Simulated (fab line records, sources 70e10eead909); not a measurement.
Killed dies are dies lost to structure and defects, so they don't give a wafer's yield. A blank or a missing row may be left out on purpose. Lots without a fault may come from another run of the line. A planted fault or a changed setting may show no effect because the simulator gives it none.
Chamber matching | flow nand_harc | NHARC_A_CHANNEL_FILL_D2_ALD_25 on ald_hk-01: 4 sister chambers
The step deposits SiOx, target thk 60 nm, pulse time 10 s, ald cycles 600. 4 wafers are shown with their chamber, then 10 later ones without.

WAFERS WITH THEIR CHAMBER
wafer  | chamber | heater_power_w (W)
L083.2 | 0       | 443
L083.4 | 1       | 504
L083.1 | 2       | 489
L083.5 | 3       | 516

WAFERS WITHOUT THEIR CHAMBER
wafer  | heater_power_w (W)
L083.6 | 440
L084.3 | 532
L084.4 | 480
L084.5 | 495
L092.2 | 496
L092.5 | 491
L092.6 | 435
L094.2 | 480
L094.4 | 516
L094.5 | 484

WHICH CHAMBER EACH WENT THROUGH
wafer  | from the rows above          | in truth
L083.6 | 0                            | 0
L084.3 | can't be placed: 3 or 1      | 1
L084.4 | can't be placed: 2 or 1      | 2
L084.5 | can't be placed: 2 or 1 or 3 | 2
L092.2 | can't be placed: 2 or 1 or 3 | 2
L092.5 | can't be placed: 2 or 1      | 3
L092.6 | 0                            | 0
L094.2 | can't be placed: 2 or 1      | 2
L094.4 | can't be placed: 3 or 1      | 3
L094.5 | can't be placed: 2 or 1      | 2
Placed correctly: 2 of 10. Can't be placed from these rows: 8 (the true chamber is among the candidates in 7). Placed wrongly: 0.
How it was worked out, from the rows above alone: a wafer's distance from a chamber is the root of the sum, over the readings, of the square of ((its reading less the chamber's mean) divided by the reading's scatter). The wafer belongs to the nearest chamber; if the next one is less than 2 further off, it can't be placed. A chamber's mean is the mean of its shown wafers. The scatter: with one shown wafer a chamber, the root of the mean of the squares of how far each hidden wafer lies from its nearest shown one.
